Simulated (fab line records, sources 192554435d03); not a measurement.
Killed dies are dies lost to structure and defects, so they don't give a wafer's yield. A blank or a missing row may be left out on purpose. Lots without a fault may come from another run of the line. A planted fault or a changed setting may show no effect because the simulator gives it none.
Chamber matching | flow n5_finfet | N5_DUMMY_REMOVAL_HM_STRIP_01 on rie_diel-06: 4 sister chambers
The step strips SiNx in CH3F/O2, stops on poly-Si, target depth 4 nm, time 6.8 s. 4 wafers are shown with their chamber, then 8 later ones without.

WAFERS WITH THEIR CHAMBER
wafer  | chamber | drypump_motor_current_A (A)
L079.5 | 3       | 6.4
L080.3 | 1       | 6.0
L085.4 | 2       | 5.9
L085.6 | 0       | 5.6

WAFERS WITHOUT THEIR CHAMBER
wafer  | drypump_motor_current_A (A)
L091.5 | 5.8
L091.6 | 6.4
L094.4 | 5.9
L094.5 | 6.0
L094.6 | 5.9
L096.1 | 6.5
L096.5 | 5.6
L096.6 | 6.4

WHICH CHAMBER EACH WENT THROUGH
wafer  | from the rows above          | in truth
L091.5 | can't be placed: 2 or 0 or 1 | 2
L091.6 | 3                            | 3
L094.4 | can't be placed: 2 or 1      | 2
L094.5 | can't be placed: 1 or 2      | 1
L094.6 | can't be placed: 2 or 1      | 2
L096.1 | 3                            | 3
L096.5 | 0                            | 0
L096.6 | 3                            | 3
Placed correctly: 4 of 8. Can't be placed from these rows: 4 (the true chamber is among the candidates in 4). Placed wrongly: 0.
How it was worked out, from the rows above alone: a wafer's distance from a chamber is the root of the sum, over the readings, of the square of ((its reading less the chamber's mean) divided by the reading's scatter). The wafer belongs to the nearest chamber; if the next one is less than 2 further off, it can't be placed. A chamber's mean is the mean of its shown wafers. The scatter: with one shown wafer a chamber, the root of the mean of the squares of how far each hidden wafer lies from its nearest shown one.
